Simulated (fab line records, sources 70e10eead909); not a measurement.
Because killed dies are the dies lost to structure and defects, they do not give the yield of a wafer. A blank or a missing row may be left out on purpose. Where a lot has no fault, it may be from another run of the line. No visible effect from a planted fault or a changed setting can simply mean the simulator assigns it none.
Chamber matching    flow nand_harc    NHARC_P_M1_CMP_23 on cmp-02 has 4 sister chambers
The step polishes, t overpolish 20 s, target thk 157.82 nm. 8 wafers are shown with their chamber, then 7 later ones without.

## EACH WAFER AND ITS CHAMBER
wafer   chamber  motor_current_A (A)  time_to_endpoint_s (s)
L078.4  3        11.7                 32.7
L083.3  2        11.9                 30.9
L085.3  0        11.1                 32.1
L085.4  2        11.5                 32.9
L088.1  1        11.5                 27.9
L088.3  3        12.0                 25.4
L090.2  1        10.4                 27.7
L090.3  0        11.3                 28.2

## WAFERS MISSING THEIR CHAMBER
wafer   motor_current_A (A)  time_to_endpoint_s (s)
L091.3  11.2                 25.4
L091.4  11.8                 27.5
L093.1  12.1                 22.9
L095.2  11.2                 27.0
L095.4  10.8                 27.5
L097.2  12.2                 26.6
L097.3  11.4                 26.3

## THE CHAMBER EACH PASSED THROUGH
wafer   from the rows above                in truth
L091.3  can't be placed: 1 or 0 or 3 or 2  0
L091.4  can't be placed: 3 or 2 or 0 or 1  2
L093.1  can't be placed: 3 or 1 or 2 or 0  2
L095.2  can't be placed: 1 or 0 or 3 or 2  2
L095.4  can't be placed: 1 or 0            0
L097.2  can't be placed: 3 or 2 or 0 or 1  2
L097.3  can't be placed: 1 or 0 or 3 or 2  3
Correctly placed: 0 of 7. Unplaceable from these rows: 7, with the true chamber sitting among the candidates in 7. Number placed wrongly: 0.
How it was worked out, from the rows above alone: a wafer's distance from a chamber is the root of the sum, over the readings, of the square of ((its reading less the chamber's mean) divided by the reading's scatter). The wafer belongs to the nearest chamber; if the next one is less than 2 further off, it can't be placed. The mean given for a chamber averages the wafers shown for that chamber. How the scatter is found: for the shown wafers, subtract from each reading the mean of its chamber, square and add these, divide the total by (wafers less chambers), then take the root.
